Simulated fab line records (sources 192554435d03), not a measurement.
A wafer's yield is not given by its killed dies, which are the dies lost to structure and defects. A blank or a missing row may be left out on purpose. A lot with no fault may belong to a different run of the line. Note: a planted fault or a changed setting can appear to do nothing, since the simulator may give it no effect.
The tool behind it: which one? ; flow n5Finfet ; 9 lots, 26 wafers sampled, at 5 steps of a route of 1938

== WHAT EACH GAUGE READ, for each wafer ==
N5_BEOL_M3_CD_MEAS_18: pitch 36 nm, target cd 18 nm. Usual: 17.9 nm for cdNm, sd 0.37.
lot;measured;on;cdNm (nm);flag
L866;day 7 14:01;cdSem-02;17.9 18.2 18.6;
L868;day 7 15:53;cdSem-02;17.6 18.1 17.8;
L869;day 8 01:28;cdSem-01;17.7 18.2 17.5;
L879;day 10 17:40;cdSem-01;18.1 17.9 17.9;
L877;day 10 18:52;cdSem-02;17.6 17.8 17.9;
L884;day 11 21:58;cdSem-03;18.2 18.0;
L885;day 12 15:20;cdSem-01;17.9 17.7 17.6;
L887;day 12 18:50;cdSem-01;17.7 17.3 17.5;
L888;day 13 05:53;cdSem-01;17.8 17.6 17.9;

N5_BEOL_M4_RC_MEAS_101. Usual: DIBL_N 36.9 mV/V, standard deviation 1.7; DIBL_P 37.3 mV/V, standard deviation 2.3; IOFF_N 0.16 nA/um, standard deviation 0.033; IOFF_P 0.22 nA/um, standard deviation 0.04; ION_N 673 uA/um, standard deviation 12; ION_P 463 uA/um, standard deviation 8; SS_N 71.6 mV/dec, standard deviation 0.58; SS_P 73.4 mV/dec, standard deviation 0.74; VT_N 250 mV, standard deviation 3.2; VT_P -250 mV, standard deviation 3.4.
lot;measured;on;DIBL_N (mV/V);DIBL_P (mV/V);IOFF_N (nA/um);IOFF_P (nA/um);ION_N (uA/um);ION_P (uA/um);SS_N (mV/dec);SS_P (mV/dec);VT_N (mV);VT_P (mV);flag
L866;day 8 13:19;prober-02;35.8 36.7 36.7;38.3 38.5 39.2;0.15 0.16 0.16;0.19 0.20 0.21;669 675 667;455 463 458;71.9 71.5 71.4;74.0 73.6 74.5;251 249 250;-256 -255 -254;
L868;day 8 18:08;prober-02;37.3 36.1 36.7;38.3 37.8 38.3;0.18 0.16 0.18;0.23 0.22 0.24;676 668 684;460 464 475;72.1 71.6 72.0;73.7 72.9 72.8;249 252 247;-249 -250 -249;
L869;day 9 02:05;prober-01;38.5 35.9 35.7;38.0 34.2 33.9;0.19 0.13 0.14;0.23 0.18 0.17;677 656 658;456 452 446;72.2 71.5 71.7;73.7 72.1 72.0;247 252 253;-252 -255 -257;
L884;day 13 03:25;prober-01;38.5 38.1;37.8 37.8;0.17 0.17;0.23 0.23;697 670;476 462;71.4 71.7;73.7 72.7;248 251;-249 -250;
L885;day 13 16:40;prober-02;37.1 34.8 32.6;37.2 35.2 31.7;0.18 0.14 0.10;0.22 0.18 0.15;677 677 650;461 458 449;71.6 70.7 69.9;74.7 72.4 72.3;246 252 257;-251 -254 -259;
L887;day 13 19:45;prober-02;38.6 39.3 37.7;39.3 39.4 38.0;0.18 0.18 0.14;0.24 0.23 0.21;673 669 661;459 459 453;71.7 72.6 72.0;73.9 74.4 73.8;252 251 255;-252 -253 -255;
L888;day 13 23:04;prober-02;36.1 38.0 37.1;35.9 37.9 36.7;0.13 0.15 0.14;0.19 0.22 0.20;649 676 662;447 464 456;71.3 71.4 70.7;72.5 73.6 73.4;254 252 252;-250 -249 -253;

== EACH LOT AND THE TOOL THAT RAN IT (in order: tool; ch and the chambers of the sampled wafers; start) ==
lot;N5_BEOL_M3_ETCH_69;N5_BEOL_M3_ETCHBACK_99;N5_BEOL_M3_ETCH_70
L866;rieDiel-04 ch 0,2, day 7 14:40;rieDiel-04 ch 0,2,3, day 7 21:31;rieDiel-04 ch 0,2,3, day 7 21:33
L868;rieDiel-04 ch 0,2,3, day 7 16:25;rieDiel-03 ch 0,3, day 7 21:37;rieDiel-03 ch 0,3, day 7 21:40
L869;rieDiel-05 ch 0,1,2, day 8 02:05;rieDiel-05 ch 2,3, day 8 08:41;rieDiel-05 ch 2,3, day 8 08:44
L879;rieDiel-05 ch 1,2, day 10 18:09;rieDiel-04 ch 0,2,3, day 11 02:43;rieDiel-04 ch 0,2,3, day 11 02:44
L877;rieDiel-03 ch 0,1,3, day 10 19:22;rieDiel-04 ch 0,3, day 11 04:11;rieDiel-04 ch 0,3, day 11 04:14
L884;rieDiel-03 ch 2,3, day 11 22:38;rieDiel-03 ch 0,3, day 12 09:42;rieDiel-03 ch 0,3, day 12 09:46
L885;rieDiel-04 ch 0,1,2, day 12 15:58;rieDiel-04 ch 0,1,3, day 13 00:37;rieDiel-04 ch 0,1,3, day 13 00:40
L887;rieDiel-04 ch 1,2,3, day 12 19:54;rieDiel-03 ch 0,1, day 13 03:29;rieDiel-03 ch 0,1, day 13 03:32
L888;rieDiel-05 ch 0,1, day 13 06:23;rieDiel-05 ch 0,2, day 13 07:03;rieDiel-05 ch 0,2, day 13 07:05
- N5_BEOL_M3_ETCH_69: etches SiARC in CF4, target depth 15.6 nm, time 26 s.
- N5_BEOL_M3_ETCHBACK_99: etches SiO2 in CHF3, target depth 5 nm, time 10.4 s.
- N5_BEOL_M3_ETCH_70: etches SOC in N2/H2, target depth 80 nm, overetch 16 nm, time 120 s.

== AS READ BY THE TOOLS THEMSELVES (means over the sampled wafers that have a number; for cases with no such wafer, the mark the record gives instead) ==
N5_BEOL_M3_ETCH_69. Usual: drypumpMotorCurrentA 5.6 A, standard deviation 0.43; etchRfOnTimeS 25.9 s, standard deviation 0.56; oesProductAu 0.68 a.u., standard deviation 0.073; rfVppV 184.0 V, standard deviation 1.2; showerheadPlenumPTorr 2.13 Torr, standard deviation 0.078; throttleValvePct 15.54 %, standard deviation 0.25.
lot;tool;drypumpMotorCurrentA (A);etchRfOnTimeS (s);oesProductAu (a.u.);rfVppV (V);showerheadPlenumPTorr (Torr);throttleValvePct (%);flag
L866;rieDiel-04;5.4;25.0;0.68;182.2;2.06;15.60;
L868;rieDiel-04;5.6;25.5;0.71;183.7;2.14;15.44;
L869;rieDiel-05;5.8;26.5;0.69;184.1;2.09;15.41;
L879;rieDiel-05;5.7;26.0;0.63;183.2;2.10;15.66;
L877;rieDiel-03;5.5;25.6;0.72;185.2;2.20;15.67;
L884;rieDiel-03;6.0;26.3;0.66;183.8;2.10;15.61;
L885;rieDiel-04;5.4;25.4;0.71;183.6;2.07;15.55;
L887;rieDiel-04;5.1;25.3;0.70;183.8;2.13;15.36;
L888;rieDiel-05;5.9;26.2;0.70;182.4;2.07;15.27;

N5_BEOL_M3_ETCHBACK_99. Usual: CHF3_flow_sccm 12.00 sccm, standard deviation 0.037; biasW 47.01 W, standard deviation 0.14; drypumpMotorCurrentA 5.7 A, standard deviation 0.4; oes_ar_750_au 0.80 a.u., standard deviation 0.085; oesProductAu 0.80 a.u., standard deviation 0.088; rfVppV 241 V, standard deviation 4.9; showerheadPlenumPTorr 2.15 Torr, standard deviation 0.079; throttleValvePct 17.03 %, standard deviation 0.24.
lot;tool;CHF3_flow_sccm (sccm);biasW (W);drypumpMotorCurrentA (A);oes_ar_750_au (a.u.);oesProductAu (a.u.);rfVppV (V);showerheadPlenumPTorr (Torr);throttleValvePct (%);flag
L866;rieDiel-04;12.01;47.12;5.6;0.84;0.83;240;2.15;16.93;
L868;rieDiel-03;12.02;47.02;5.8;0.79;0.79;240;2.22;17.27;
L869;rieDiel-05;11.98;47.11;5.7;0.77;0.77;240;2.16;17.18;
L879;rieDiel-04;-;-;-;-;-;-;-;-;OFF
L877;rieDiel-04;-;-;-;-;-;-;-;-;OFF
L884;rieDiel-03;12.00;47.00;5.8;0.77;0.77;242;2.21;17.25;
L885;rieDiel-04;12.00;47.10;5.6;0.85;0.85;242;2.16;16.89;
L887;rieDiel-03;12.00;47.11;5.2;0.82;0.82;238;2.20;17.14;
L888;rieDiel-05;11.99;47.16;5.9;0.77;0.78;240;2.14;17.09;

N5_BEOL_M3_ETCH_70. Usual: drypumpMotorCurrentA 5.7 A, standard deviation 0.4; h2FlowSccm 200.0 sccm, standard deviation 0.63; oesProductAu 0.61 a.u., standard deviation 0.062; rfVppV 523.7 V, standard deviation 2.6; showerheadPlenumPTorr 2.53 Torr, standard deviation 0.091; throttleValvePct 17.78 %, standard deviation 0.3.
lot;tool;drypumpMotorCurrentA (A);h2FlowSccm (sccm);oesProductAu (a.u.);rfVppV (V);showerheadPlenumPTorr (Torr);throttleValvePct (%);flag
L866;rieDiel-04;5.6;200.2;0.63;523.2;2.55;17.76;
L868;rieDiel-03;5.8;199.8;0.60;525.8;2.62;17.95;
L869;rieDiel-05;5.7;199.9;0.59;525.0;2.54;17.96;
L879;rieDiel-04;5.6;200.3;0.61;522.2;2.54;17.79;
L877;rieDiel-04;6.0;200.0;0.63;524.5;2.55;17.86;
L884;rieDiel-03;5.8;199.4;0.59;525.8;2.59;17.89;
L885;rieDiel-04;5.6;200.4;0.64;524.4;2.55;17.64;
L887;rieDiel-03;5.2;200.5;0.62;525.5;2.62;18.06;
L888;rieDiel-05;5.9;200.1;0.60;522.6;2.52;17.89;

== THE ANSWER, worked out from the rows above alone ==
Rule: take the mean of a lot's wafers that have a number; if it is more than 3 standard deviations from the usual mean, the lot is off. A lot without any number at a reading at which 4 lots or more have one is off too. Any other lot the step has rows for is counted as sound. The gauges are gone through in route order, then the tools' own readings, and for those a lot's mean is taken as printed above. At the first step where some lot is off, the reading lying furthest off is the one used; lots without a number count as furthest.
Off: L879, L877, at N5_BEOL_M3_ETCHBACK_99 (CHF3_flow_sccm). Without a number there: L879, L877.
If a tool, at that step or one of the process steps before it, ran each lot that is off and ran no sound lot following the first of them, it fits. Not one of the candidates tried fits.

== WHAT THE SIMULATOR PUT IN ==
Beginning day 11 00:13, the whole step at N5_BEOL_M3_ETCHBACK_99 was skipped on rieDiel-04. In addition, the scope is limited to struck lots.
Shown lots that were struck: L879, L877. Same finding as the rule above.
